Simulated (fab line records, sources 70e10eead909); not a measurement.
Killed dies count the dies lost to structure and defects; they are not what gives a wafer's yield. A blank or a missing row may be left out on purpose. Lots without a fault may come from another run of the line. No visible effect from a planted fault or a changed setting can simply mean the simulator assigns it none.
Matching of chambers + flow nand-harc + NHARC_P_M2_DEP_33 on pecvd-04 has 3 sister chambers
The step deposits SiCN, target thk 30 nm. 14 wafers are shown with their chamber, then 7 later ones without.

## WAFERS, EACH WITH ITS CHAMBER
| wafer  | chamber | heater-power-w (W) |
|--------|---------|--------------------|
| L175.3 | 0       | 603                |
| L175.4 | 0       | 599                |
| L175.5 | 2       | 591                |
| L178.1 | 0       | 592                |
| L178.2 | 2       | 596                |
| L178.4 | 0       | 582                |
| L180.1 | 0       | 627                |
| L180.2 | 1       | 391                |
| L180.6 | 1       | 391                |
| L186.1 | 2       | 486                |
| L186.3 | 0       | 614                |
| L186.6 | 1       | 426                |
| L187.2 | 2       | 587                |
| L187.4 | 1       | 424                |

SIGNATURES (averages over the wafers above)
| reading        | chamber 0 | chamber 1 | chamber 2 | scatter within a chamber |
|----------------|-----------|-----------|-----------|--------------------------|
| heater-power-w | 602.83    | 408.00    | 565.00    | 31.3                     |
Rule: a wafer's distance from a chamber is the root of the sum, over the readings, of the square of ((its reading less the chamber's mean) divided by the reading's scatter). If the next closest chamber is less than 2 further off than the closest, the wafer can't be placed; otherwise it belongs to the closest. How the scatter is found: for the shown wafers, subtract from each reading the mean of its chamber, square and add these, divide the total by (wafers less chambers), then take the root.

## WAFERS WITH NO CHAMBER GIVEN
| wafer  | heater-power-w (W) |
|--------|--------------------|
| L187.6 | 571                |
| L190.1 | 601                |
| L190.4 | 601                |
| L190.5 | 442                |
| L191.1 | 447                |
| L191.5 | 559                |
| L191.6 | 576                |

## THE CHAMBER EACH PASSED THROUGH
| wafer  | from the rows above     | in truth |
|--------|-------------------------|----------|
| L187.6 | can't be placed: 2 or 0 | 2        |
| L190.1 | can't be placed: 0 or 2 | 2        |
| L190.4 | can't be placed: 0 or 2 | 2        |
| L190.5 | 1                       | 1        |
| L191.1 | 1                       | 1        |
| L191.5 | can't be placed: 2 or 0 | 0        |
| L191.6 | can't be placed: 2 or 0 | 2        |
Placed correctly: 2 of 7. Can't be placed from these rows: 5 (the true chamber is among the candidates in 5). Wrongly placed: 0.
